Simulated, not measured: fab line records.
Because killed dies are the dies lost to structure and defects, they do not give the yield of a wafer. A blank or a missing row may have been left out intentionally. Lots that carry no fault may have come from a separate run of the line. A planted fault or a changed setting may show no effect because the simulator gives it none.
Matching of chambers ; flow nand-harc ; NHARC_A_ZERO_WELL_ETCH_13 on rie-si-05: 4 sister chambers
The step etches the open film in HBr/Cl2, target depth 120 nm, time 40.1 s. 7 wafers are shown with their chamber, then 7 later ones without.

== EACH WAFER AND ITS CHAMBER ==
wafer;chamber;oes-product-au (a.u.);throttle-valve-pct (%)
L196.4;2;1.000;26.419
L196.6;0;0.992;26.413
L197.3;3;0.992;26.406
L197.6;1;1.018;26.413
L200.4;2;0.991;26.410
L209.1;0;0.993;26.414
L209.4;1;1.012;26.415

== WAFERS WHOSE CHAMBER IS MISSING ==
wafer;oes-product-au (a.u.);throttle-valve-pct (%)
L209.6;0.996;26.421
L210.3;0.999;26.426
L210.4;1.001;26.395
L210.5;0.999;26.429
L213.4;0.995;26.395
L213.5;1.005;26.392
L213.6;1.000;26.417

== THE CHAMBER EACH PASSED THROUGH ==
wafer;from the rows above;in truth
L209.6;can't be placed: 2 or 0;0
L210.3;can't be placed: 2 or 0 or 1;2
L210.4;can't be placed: 3 or 0 or 2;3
L210.5;can't be placed: 2 or 0 or 1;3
L213.4;can't be placed: 3 or 0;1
L213.5;can't be placed: 3 or 1 or 2 or 0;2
L213.6;can't be placed: 2 or 0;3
Correctly placed: 0 of 7. Cannot be placed on the basis of these rows: 7; the candidates contain the true chamber in 4. Number placed wrongly: 0.
How it was worked out, from the rows above alone: a wafer's distance from a chamber is the root of the sum, over the readings, of the square of ((its reading less the chamber's mean) divided by the reading's scatter). If the next closest chamber is less than 2 further off than the closest, the wafer can't be placed; otherwise it belongs to the closest. For every chamber, the mean is computed from those of its wafers that are shown. The scatter: take each reading less its chamber's mean, square it, sum over the shown wafers, divide by the number of wafers less the number of chambers, and take the root.
